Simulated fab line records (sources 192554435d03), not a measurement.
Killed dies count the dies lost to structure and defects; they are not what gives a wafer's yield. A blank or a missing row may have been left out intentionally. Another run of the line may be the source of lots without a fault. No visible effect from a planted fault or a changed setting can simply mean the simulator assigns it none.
Matching of chambers || flow n5_finfet || uv_cure-01 running N5_BEOL_M6_CURE_74: 3 sister chambers
The step cures SiCOH lowk, time 240 s. 3 wafers are shown with their chamber, then 8 later ones without.

## WAFERS PAIRED WITH THEIR CHAMBERS
{"wafer": "L084.5", "chamber": 0, "wafer_temp_C_max": 387.0}
{"wafer": "L090.3", "chamber": 2, "wafer_temp_C_max": 386.2}
{"wafer": "L091.2", "chamber": 1, "wafer_temp_C_max": 387.0}

## WAFERS WHOSE CHAMBER IS MISSING
{"wafer": "L091.4", "wafer_temp_C_max": 388.3}
{"wafer": "L091.6", "wafer_temp_C_max": 387.0}
{"wafer": "L093.2", "wafer_temp_C_max": 387.0}
{"wafer": "L093.3", "wafer_temp_C_max": 387.4}
{"wafer": "L093.4", "wafer_temp_C_max": 387.5}
{"wafer": "L097.1", "wafer_temp_C_max": 386.3}
{"wafer": "L097.4", "wafer_temp_C_max": 386.4}
{"wafer": "L097.5", "wafer_temp_C_max": 385.9}

## THE CHAMBER EACH PASSED THROUGH
{"wafer": "L091.4", "from the rows above": "can't be placed: 0 or 1 or 2", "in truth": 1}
{"wafer": "L091.6", "from the rows above": "can't be placed: 0 or 1 or 2", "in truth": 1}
{"wafer": "L093.2", "from the rows above": "can't be placed: 0 or 1 or 2", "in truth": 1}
{"wafer": "L093.3", "from the rows above": "can't be placed: 0 or 1 or 2", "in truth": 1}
{"wafer": "L093.4", "from the rows above": "can't be placed: 0 or 1 or 2", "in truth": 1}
{"wafer": "L097.1", "from the rows above": "can't be placed: 2 or 0 or 1", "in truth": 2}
{"wafer": "L097.4", "from the rows above": "can't be placed: 2 or 0 or 1", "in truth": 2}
{"wafer": "L097.5", "from the rows above": "can't be placed: 2 or 0 or 1", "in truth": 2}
Correct placement for 0 of the 8. Not placeable from these rows: 8 (in 8, the candidates include the true chamber). Wrongly placed: 0.
How it was worked out, from the rows above alone: a wafer's distance from a chamber is the root of the sum, over the readings, of the square of ((its reading less the chamber's mean) divided by the reading's scatter). If the next closest chamber is less than 2 further off than the closest, the wafer can't be placed; otherwise it belongs to the closest. The mean given for a chamber averages the wafers shown for that chamber. The scatter: root of mean squared gap, hidden wafer to nearest shown wafer, with one shown wafer a chamber.
